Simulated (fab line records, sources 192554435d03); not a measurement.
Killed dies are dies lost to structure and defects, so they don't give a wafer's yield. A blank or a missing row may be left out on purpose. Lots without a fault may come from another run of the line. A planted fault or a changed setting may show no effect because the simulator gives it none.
Split-lot experiment | flow n5_finfet | 7 lots, 39 wafers read, on a route of 1938 steps

THE SPLIT
At N5_SD_ACTIVATION_LSA_01 (time 0.0008 s), the setting temp_c was moved away from the recipe's 1080 C on 12 of the 39 wafers read, by -0.6% to +1.6%. The other wafers ran this setting at the recipe's value.

The file shows no step between the split and the reading.

THE READING
RS_SD_N, in ohm/sq, at N5_SD_ACTIVATION_RS_MEAS_03 (measures by four-point-probe). Fault-free wafers of this fab line usually give 21.8 ohm/sq, standard deviation 0.34 ohm/sq.

wafer  | tool, chamber at the split | temp_c as run, C | against the recipe | RS_SD_N, ohm/sq | against lot-mates on the recipe
L074.1 | laser_anneal-01, 0         | 1080             | recipe             | 22.0            | -
L074.3 | laser_anneal-01, 0         | 1080             | recipe             | 21.9            | -
L074.5 | laser_anneal-01, 0         | 1080             | recipe             | 22.2            | -
L075.1 | laser_anneal-02, 0         | 1073             | -0.6%              | 22.6            | +0.7
L075.2 | laser_anneal-02, 0         | 1073             | -0.6%              | 22.7            | +0.8
L075.3 | laser_anneal-02, 0         | 1080             | recipe             | 21.6            | -
L075.4 | laser_anneal-02, 0         | 1073             | -0.6%              | 22.6            | +0.7
L075.5 | laser_anneal-02, 0         | 1080             | recipe             | 22.0            | -
L075.6 | laser_anneal-02, 0         | 1080             | recipe             | 22.0            | -
L077.1 | laser_anneal-02, 0         | 1097             | +1.6%              | 20.1            | -1.6
L077.2 | laser_anneal-02, 0         | 1097             | +1.6%              | 19.7            | -2.0
L077.3 | laser_anneal-02, 0         | 1097             | +1.6%              | 20.0            | -1.7
L077.4 | laser_anneal-02, 0         | 1080             | recipe             | 21.8            | -
L077.5 | laser_anneal-02, 0         | 1080             | recipe             | 21.5            | -
L077.6 | laser_anneal-02, 0         | 1080             | recipe             | 21.8            | -
L078.1 | laser_anneal-01, 0         | 1080             | recipe             | 22.4            | -
L078.2 | laser_anneal-01, 0         | 1080             | recipe             | 22.2            | -
L078.3 | laser_anneal-01, 0         | 1080             | recipe             | 22.0            | -
L078.4 | laser_anneal-01, 0         | 1080             | recipe             | 22.0            | -
L078.5 | laser_anneal-01, 0         | 1080             | recipe             | 22.1            | -
L078.6 | laser_anneal-01, 0         | 1080             | recipe             | 22.2            | -
L083.1 | laser_anneal-02, 0         | 1080             | recipe             | 22.1            | -
L083.2 | laser_anneal-02, 0         | 1080             | recipe             | 22.7            | -
L083.3 | laser_anneal-02, 0         | 1090             | +0.9%              | 21.5            | -0.9
L083.4 | laser_anneal-02, 0         | 1090             | +0.9%              | 21.5            | -0.9
L083.5 | laser_anneal-02, 0         | 1080             | recipe             | 22.4            | -
L083.6 | laser_anneal-02, 0         | 1090             | +0.9%              | 21.0            | -1.4
L090.1 | laser_anneal-01, 0         | 1080             | recipe             | 22.1            | -
L090.2 | laser_anneal-01, 0         | 1080             | recipe             | 21.6            | -
L090.3 | laser_anneal-01, 0         | 1094             | +1.3%              | 20.2            | -1.6
L090.4 | laser_anneal-01, 0         | 1080             | recipe             | 21.6            | -
L090.5 | laser_anneal-01, 0         | 1094             | +1.3%              | 20.5            | -1.3
L090.6 | laser_anneal-01, 0         | 1094             | +1.3%              | 20.0            | -1.8
L093.1 | laser_anneal-02, 0         | 1080             | recipe             | 21.9            | -
L093.2 | laser_anneal-02, 0         | 1080             | recipe             | 21.8            | -
L093.3 | laser_anneal-02, 0         | 1080             | recipe             | 21.9            | -
L093.4 | laser_anneal-02, 0         | 1080             | recipe             | 21.6            | -
L093.5 | laser_anneal-02, 0         | 1080             | recipe             | 21.6            | -
L093.6 | laser_anneal-02, 0         | 1080             | recipe             | 21.5            | -

THE FIT
A straight line over all 39 wafers: RS_SD_N changes by -1.18 ohm/sq for each +1% of temp_c; r = -0.92; the points scatter about the line by 0.31 ohm/sq.
The same after taking each lot's own level away (the mean of its wafers on the recipe; 39 wafers): -1.15 ohm/sq for each +1%; r = -0.97; scatter 0.18 ohm/sq.
On that fit, the largest move of temp_c shifts the reading by 1.8 ohm/sq.
The lots' own levels span 21.70 to 22.40 ohm/sq, that is 2.1 times the standard deviation above.
So the lot-to-lot level changes the slope little: the two slopes agree.
Check: with one of the wafers moved furthest among these (+1.6%) left out of the fit, the line predicts -1.85 ohm/sq for it against its lot-mates. It came out at -1.6 ohm/sq against them.
Tool readings at the split's step, against how far the setting was moved: wafer_temp_C_max r = +0.96.

OTHER SPLITS ON THESE WAFERS
These wafers also went through other splits before the reading. Each is held against what the fit with the lots' levels taken away leaves over:
other split on the same wafers     | wafers away from the commonest value | r with RS_SD_N (lot level and that fit taken away)
N5_DUMMY_GATE_EXPOSE_12 dose_mj    | 15                                   | +0.21
N5_SD_EPI_P_EPI_21 dopant_conc_cm3 | 18                                   | +0.16

THE WHOLE CHAIN: every reading that the file lists as answering this split, in the file's order
step                        | what it does                 | reading          | change (the file's fit)              | r (the file's)
N5_SD_ACTIVATION_LSA_01     | time 0.0008 s                | wafer_temp_C_max | withheld for each +1% of the setting | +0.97
N5_SD_ACTIVATION_RS_MEAS_03 | measures by four-point-probe | RS_SD_N          | -1.15 for each +1% of the setting    | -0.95

THE FILE'S OWN FIT
RS_SD_N changes by -1.15 ohm/sq for each +1% of temp_c, r = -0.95.
